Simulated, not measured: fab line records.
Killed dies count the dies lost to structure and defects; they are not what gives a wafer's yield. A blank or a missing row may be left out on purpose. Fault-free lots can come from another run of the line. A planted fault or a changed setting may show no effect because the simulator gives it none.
Which tool did it? | flow n5Finfet | 24 lots with 72 wafers sampled at 4 steps, on a route of 1938 steps

## WHAT THE GAUGES READ, wafer by wafer
N5_BEOL_M13_INSPECT_12: inspects for defects (macro). Usual: rawDefectCount at 1.8, with a standard deviation of 1.3.
lot  | measured     | on               | rawDefectCount | flag
L074 | day 11 15:04 | defectInspect-02 | 3 2 0          | 
L075 | day 11 15:11 | defectInspect-02 | 1 3 1          | 
L078 | day 13 17:41 | defectInspect-02 | 1 1 1          | 
L077 | day 13 18:23 | defectInspect-02 | 2 1 1          | 
L076 | day 13 23:32 | defectInspect-01 | 1 0 4          | 
L083 | day 14 03:01 | defectInspect-01 | 1 0 3          | 
L080 | day 14 09:00 | defectInspect-01 | 3 0 1          | 
L081 | day 14 09:13 | defectInspect-01 | 5 4 3          | 
L079 | day 14 18:46 | defectInspect-02 | 1 1 4          | 
L082 | day 15 01:37 | defectInspect-01 | 2 5 5          | 
L084 | day 15 09:34 | defectInspect-01 | 3 5 3          | 
L086 | day 15 14:26 | defectInspect-02 | 4 3 2          | 
L085 | day 15 17:53 | defectInspect-02 | 2 5 3          | 
L088 | day 15 19:44 | defectInspect-02 | 3 2 3          | 
L087 | day 16 05:35 | defectInspect-02 | 0 1 2          | 
L091 | day 16 13:50 | defectInspect-01 | 1 1 2          | 
L089 | day 16 22:10 | defectInspect-01 | 1 1 2          | 
L093 | day 17 02:20 | defectInspect-02 | 1 2 1          | 
L090 | day 17 04:23 | defectInspect-02 | 0 2 1          | 
L094 | day 17 14:55 | defectInspect-01 | 0 1 2          | 
L092 | day 17 15:10 | defectInspect-02 | 1 0 2          | 
L095 | day 17 21:49 | defectInspect-01 | 2 1 3          | 
L096 | day 18 11:26 | defectInspect-02 | 0 2 1          | 
L097 | day 18 16:06 | defectInspect-01 | 3 4 1          | 

N5_BEOL_M13_RS_MEAS_54: a four-point-probe measurement. Usual: for M13_RS the level is 0.0450 ohm/sq and the standard deviation is 0.0011.
lot  | measured     | on           | M13_RS (ohm/sq)      | flag
L074 | day 11 21:10 | filmMetro-02 | 0.0443 0.0458 0.0448 | 
L075 | day 11 23:49 | filmMetro-01 | 0.0458 0.0467 0.0450 | 
L078 | day 13 20:56 | filmMetro-01 | 0.0451 0.0458 0.0457 | 
L077 | day 13 22:18 | filmMetro-02 | 0.0445 0.0459 0.0459 | 
L076 | day 14 04:49 | filmMetro-02 | 0.0473 0.0441 0.0475 | 
L083 | day 14 08:01 | filmMetro-02 | 0.0458 0.0447 0.0456 | 
L080 | day 14 12:48 | filmMetro-02 | 0.0440 0.0443 0.0452 | 
L081 | day 14 14:53 | filmMetro-01 | 0.0470 0.0446 0.0451 | 
L079 | day 15 01:57 | filmMetro-01 | 0.0452 0.0476 0.0439 | 
L082 | day 15 06:24 | filmMetro-01 | 0.0456 0.0441 0.0452 | 
L084 | day 15 13:35 | filmMetro-01 | 0.0452 0.0451 0.0440 | 
L086 | day 15 18:10 | filmMetro-02 | 0.0447 0.0442 0.0441 | 
L085 | day 15 23:20 | filmMetro-02 | 0.0457 0.0455 0.0461 | 
L088 | day 16 03:34 | filmMetro-02 | 0.0474 0.0444 0.0452 | 
L087 | day 16 11:41 | filmMetro-01 | 0.0432 0.0455 0.0445 | 
L091 | day 16 19:55 | filmMetro-02 | 0.0429 0.0453 0.0444 | 
L089 | day 17 04:01 | filmMetro-02 | 0.0444 0.0473 0.0443 | 
L093 | day 17 07:01 | filmMetro-01 | 0.0442 0.0430 0.0433 | 
L090 | day 17 10:43 | filmMetro-01 | 0.0464 0.0439 0.0467 | 
L094 | day 17 19:52 | filmMetro-02 | 0.0472 0.0453 0.0455 | 
L092 | day 17 20:19 | filmMetro-02 | 0.0446 0.0461 0.0457 | 
L095 | day 18 03:36 | filmMetro-01 | 0.0457 0.0472 0.0444 | 
L096 | day 18 15:59 | filmMetro-02 | 0.0459 0.0458 0.0456 | 
L097 | day 18 19:45 | filmMetro-01 | 0.0439 0.0433 0.0435 | 

## TOOL THAT RAN EACH LOT (tool first, then ch and the chambers of the sampled wafers, then the start)
lot  | N5_BEOL_M13_SPUTTER_43      | N5_BEOL_M13_DEP_53
L074 | pvdSputter-03, day 11 20:00 | pecvd-02 ch 0,1, day 11 21:05
L075 | pvdSputter-03, day 11 22:40 | pecvd-03 ch 1,2, day 11 23:45
L078 | pvdSputter-03, day 13 19:44 | pecvd-03 ch 0,1,2, day 13 20:52
L077 | pvdSputter-03, day 13 21:05 | pecvd-04 ch 0,1, day 13 22:14
L076 | pvdSputter-02, day 14 03:40 | pecvd-02 ch 1,2, day 14 04:46
L083 | pvdSputter-01, day 14 06:03 | pecvd-04 ch 0,2, day 14 07:58
L080 | pvdSputter-03, day 14 11:19 | pecvd-03 ch 1,2, day 14 12:44
L081 | pvdSputter-03, day 14 13:43 | pecvd-03 ch 0,1, day 14 14:49
L079 | pvdSputter-01, day 15 00:47 | pecvd-02 ch 0,1,2, day 15 01:53
L082 | pvdSputter-03, day 15 04:58 | pecvd-02 ch 0,1,2, day 15 06:20
L084 | pvdSputter-01, day 15 12:03 | pecvd-02 ch 0,2, day 15 13:31
L086 | pvdSputter-01, day 15 16:59 | pecvd-02 ch 1,2, day 15 18:06
L085 | pvdSputter-01, day 15 22:09 | pecvd-04 ch 0,1, day 15 23:16
L088 | pvdSputter-02, day 16 02:24 | pecvd-03 ch 0,1,2, day 16 03:29
L087 | pvdSputter-02, day 16 10:31 | pecvd-04 ch 0,1,2, day 16 11:38
L091 | pvdSputter-01, day 16 18:45 | pecvd-02 ch 1,2, day 16 19:51
L089 | pvdSputter-01, day 17 02:35 | pecvd-02 ch 0,1,2, day 17 03:57
L093 | pvdSputter-03, day 17 05:51 | pecvd-02 ch 0,1,2, day 17 06:57
L090 | pvdSputter-03, day 17 09:22 | pecvd-03 ch 1,2, day 17 10:38
L094 | pvdSputter-02, day 17 18:41 | pecvd-02 ch 0,2, day 17 19:48
L092 | pvdSputter-01, day 17 18:52 | pecvd-03 ch 0,1,2, day 17 20:15
L095 | pvdSputter-01, day 18 02:26 | pecvd-02 ch 0,1, day 18 03:32
L096 | pvdSputter-01, day 18 14:49 | pecvd-02 ch 0,1,2, day 18 15:55
L097 | pvdSputter-03, day 18 18:31 | pecvd-03 ch 1,2, day 18 19:41
- N5_BEOL_M13_SPUTTER_43: material TaN, target thk 15 nm, time 24.19 s.
- N5_BEOL_M13_DEP_53: deposits SiCN from 3MS/NH3, target thk 50 nm, time 17.8 s.

## WHAT THE TOOLS THEMSELVES READ (means of the sampled wafers that have a number; where no wafer has one, the mark that the record gives instead)
N5_BEOL_M13_SPUTTER_43. Usual: throttleValvePct at 29.8 %, with a standard deviation of 1.3.
lot  | tool          | throttleValvePct (%) | flag
L074 | pvdSputter-03 | 29.4                 | 
L075 | pvdSputter-03 | 29.0                 | 
L078 | pvdSputter-03 | 28.8                 | 
L077 | pvdSputter-03 | 28.7                 | 
L076 | pvdSputter-02 | 30.1                 | 
L083 | pvdSputter-01 | 30.8                 | 
L080 | pvdSputter-03 | 28.9                 | 
L081 | pvdSputter-03 | 29.3                 | 
L079 | pvdSputter-01 | 30.7                 | 
L082 | pvdSputter-03 | 29.0                 | 
L084 | pvdSputter-01 | 30.5                 | 
L086 | pvdSputter-01 | 30.6                 | 
L085 | pvdSputter-01 | 30.8                 | 
L088 | pvdSputter-02 | 30.9                 | 
L087 | pvdSputter-02 | 30.1                 | 
L091 | pvdSputter-01 | 30.9                 | 
L089 | pvdSputter-01 | 29.8                 | 
L093 | pvdSputter-03 | 29.2                 | 
L090 | pvdSputter-03 | 29.3                 | 
L094 | pvdSputter-02 | 30.3                 | 
L092 | pvdSputter-01 | 30.7                 | 
L095 | pvdSputter-01 | 29.2                 | 
L096 | pvdSputter-01 | 29.3                 | 
L097 | pvdSputter-03 | 29.5                 | 

N5_BEOL_M13_DEP_53. Usual: showerheadPlenumPTorr 4.170 Torr, standard deviation 0.018; throttleValvePct 18.2 %, standard deviation 0.77.
lot  | tool     | showerheadPlenumPTorr (Torr) | throttleValvePct (%) | flag
L074 | pecvd-02 | 4.177                        | 18.6                 | 
L075 | pecvd-03 | 4.173                        | 17.8                 | 
L078 | pecvd-03 | 4.176                        | 18.1                 | 
L077 | pecvd-04 | 4.146                        | 18.3                 | 
L076 | pecvd-02 | 4.168                        | 18.1                 | 
L083 | pecvd-04 | 4.129                        | 17.2                 | 
L080 | pecvd-03 | 4.167                        | 18.1                 | 
L081 | pecvd-03 | 4.181                        | 18.2                 | 
L079 | pecvd-02 | 4.171                        | 18.3                 | 
L082 | pecvd-02 | 4.173                        | 18.4                 | 
L084 | pecvd-02 | 4.174                        | 17.7                 | 
L086 | pecvd-02 | 4.165                        | 18.0                 | 
L085 | pecvd-04 | 4.163                        | 19.0                 | 
L088 | pecvd-03 | 4.179                        | 18.1                 | 
L087 | pecvd-04 | 4.152                        | 18.0                 | 
L091 | pecvd-02 | 4.168                        | 18.8                 | 
L089 | pecvd-02 | 4.173                        | 18.4                 | 
L093 | pecvd-02 | 4.170                        | 18.5                 | 
L090 | pecvd-03 | 4.172                        | 18.1                 | 
L094 | pecvd-02 | 4.178                        | 17.9                 | 
L092 | pecvd-03 | 4.177                        | 18.0                 | 
L095 | pecvd-02 | 4.170                        | 18.9                 | 
L096 | pecvd-02 | 4.177                        | 18.3                 | 
L097 | pecvd-03 | 4.171                        | 18.1                 | 

## THE ANSWER, worked out from the rows above alone
Rule: a lot counts as off when the mean over its wafers that have a number is more than 3 standard deviations away from the usual mean. Also off: a lot with no number at a reading for which 4 or more lots have one. Any other lot the step has rows for is counted as sound. The gauges are gone through in route order, then the tools' own readings, and for those a lot's mean is taken as printed above. The first step at which some lot is off is used, and at that step the reading that is off furthest; a lot without a number counts as furthest.
No lot is off at any reading shown: from this, nothing can be told.

## WHAT THE SIMULATOR PUT IN
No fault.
